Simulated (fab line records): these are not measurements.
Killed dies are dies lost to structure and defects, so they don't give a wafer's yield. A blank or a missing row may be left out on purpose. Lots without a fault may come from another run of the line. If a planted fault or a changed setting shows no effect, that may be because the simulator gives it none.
Split-lot trial | flow n5Finfet | route with 1938 steps; 7 lots, 21 wafers read

THE SPLIT ITSELF
At N5_FIN_CUT_EXPOSE_05 (exposes mask FIN CUT), the setting doseMj was moved away from the recipe's 45.75 on 7 of the 21 wafers read, by -4.8% to +7.5%. All remaining wafers had this setting at the recipe value.

FROM THE SPLIT TO THE READING: what the file shows between them, 2 steps
- N5_FIN_CUT_PEB_06: peb time 60 s
- N5_FIN_CUT_DEVELOP_07: develop time 30 s

THE READING
Shown in nm: cdNm at N5_FIN_CUT_CD_MEAS_08, with target cd 29.1 nm. Fault-free wafers of this fab line usually give 29.00 nm, standard deviation 0.22 nm.

wafer  | tool, chamber at the split | doseMj as run | against the recipe | cdNm, nm | against lot-mates on the recipe
L077.1 | euvScanner-01, 0           | 45.75         | recipe             | 29.09    | -
L077.5 | euvScanner-01, 0           | 45.75         | recipe             | 29.02    | -
L077.6 | euvScanner-01, 0           | 45.75         | recipe             | 28.62    | -
L084.2 | euvScanner-02, 0           | 44.32         | -3.1%              | 28.21    | -1.01
L084.5 | euvScanner-02, 0           | 44.32         | -3.1%              | 28.41    | -0.81
L084.6 | euvScanner-02, 0           | 45.75         | recipe             | 29.22    | -
L086.2 | euvScanner-01, 0           | 45.75         | recipe             | 28.69    | -
L086.5 | euvScanner-01, 0           | 45.75         | recipe             | 29.45    | -
L086.6 | euvScanner-01, 0           | 45.75         | recipe             | 29.00    | -
L087.1 | euvScanner-01, 0           | 45.75         | recipe             | 29.37    | -
L087.3 | euvScanner-01, 0           | 43.9          | -4.0%              | 28.04    | -1.33
L087.4 | euvScanner-01, 0           | 43.9          | -4.0%              | 28.37    | -1.00
L090.1 | euvScanner-01, 0           | 45.75         | recipe             | 28.82    | -
L090.3 | euvScanner-01, 0           | 43.56         | -4.8%              | 27.88    | -1.03
L090.4 | euvScanner-01, 0           | 45.75         | recipe             | 29.00    | -
L094.2 | euvScanner-02, 0           | 45.75         | recipe             | 28.93    | -
L094.4 | euvScanner-02, 0           | 45.75         | recipe             | 29.24    | -
L094.5 | euvScanner-02, 0           | 43.78         | -4.3%              | 28.35    | -0.73
L096.2 | euvScanner-02, 0           | 45.75         | recipe             | 28.98    | -
L096.5 | euvScanner-02, 0           | 45.75         | recipe             | 28.86    | -
L096.6 | euvScanner-02, 0           | 49.18         | +7.5%              | 30.38    | +1.46

FIT RESULTS
A straight line over all 21 wafers: cdNm changes by +0.195 nm for each +1% of doseMj; r = +0.92; the points scatter about the line by 0.22 nm.
The same after taking each lot's own level away (the mean of its wafers on the recipe; 21 wafers): +0.223 nm for each +1%; r = +0.94; scatter 0.21 nm.
Per that fit: largest doseMj move, reading shift of 1.7 nm.
The lots' own levels span 28.910 to 29.370 nm, that is 2.1 times the standard deviation above.
So the lot-to-lot level changes the slope: the two fits differ.
Check: +1.83 nm against its lot-mates is what the line predicts for one of the wafers moved furthest among these (+7.5%) when that wafer is left out of the fit. It came out at +1.46 nm against them.

THESE WAFERS: OTHER SPLITS
Before the reading, these wafers also passed through other splits. Each is held against what the fit with the lots' levels taken away leaves over:
other split on the same wafers       | wafers away from the commonest value | r with cdNm (lot level and that fit taken away)
N5_WELL_APT_COAT_02 spinRpm          | 6                                    | +0.01
N5_WELL_APT_EXPOSE_05 doseMj         | 8                                    | -0.03
N5_WELL_APT_EXPOSE_22 doseMj         | 6                                    | -0.27
N5_WELL_APT_DESCUM_30 timeS          | 8                                    | +0.08
N5_FIN_SAQP_SPACER1_ALD_24 aldCycles | 7                                    | -0.11
N5_FIN_SAQP_ETCH_65 timeS            | 3                                    | -0.25
N5_FIN_CUT_COAT_19 spinRpm           | 6                                    | +0.03

THE WHOLE CHAIN: every reading that the file lists as answering this split, in the file's order
step                  | what it does                                                             | reading                                                             | change (the file's fit)               | r (the file's)
N5_FIN_CUT_CD_MEAS_08 | target cd 29.1 nm                                                        | cdNm                                                                | +0.215 nm for each +1% of the setting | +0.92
N5_FIN_CUT_ETCH_30    | etches underlayer in N2/H2, target depth 13 nm, time 10.4 s              | FIN_CUT.cdOffsetNm (the simulator's own value, which no gauge read) | +0.172 nm for each +1% of the setting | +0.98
N5_FIN_CUT_ETCH_20    | etches SiARC in CF4, target depth 26 nm, time 43.3 s                     | FIN_CUT.cdOffsetNm (the simulator's own value, which no gauge read) | +0.163 nm for each +1% of the setting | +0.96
N5_FIN_CUT_ETCH_21    | etches SOC in N2/H2, target depth 219 nm, overetch 43.8 nm, time 523.5 s | FIN_CUT.cdOffsetNm (the simulator's own value, which no gauge read) | +0.195 nm for each +1% of the setting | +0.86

FILE'S OWN FIT
cdNm changes by +0.215 nm for each +1% of doseMj, r = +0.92.
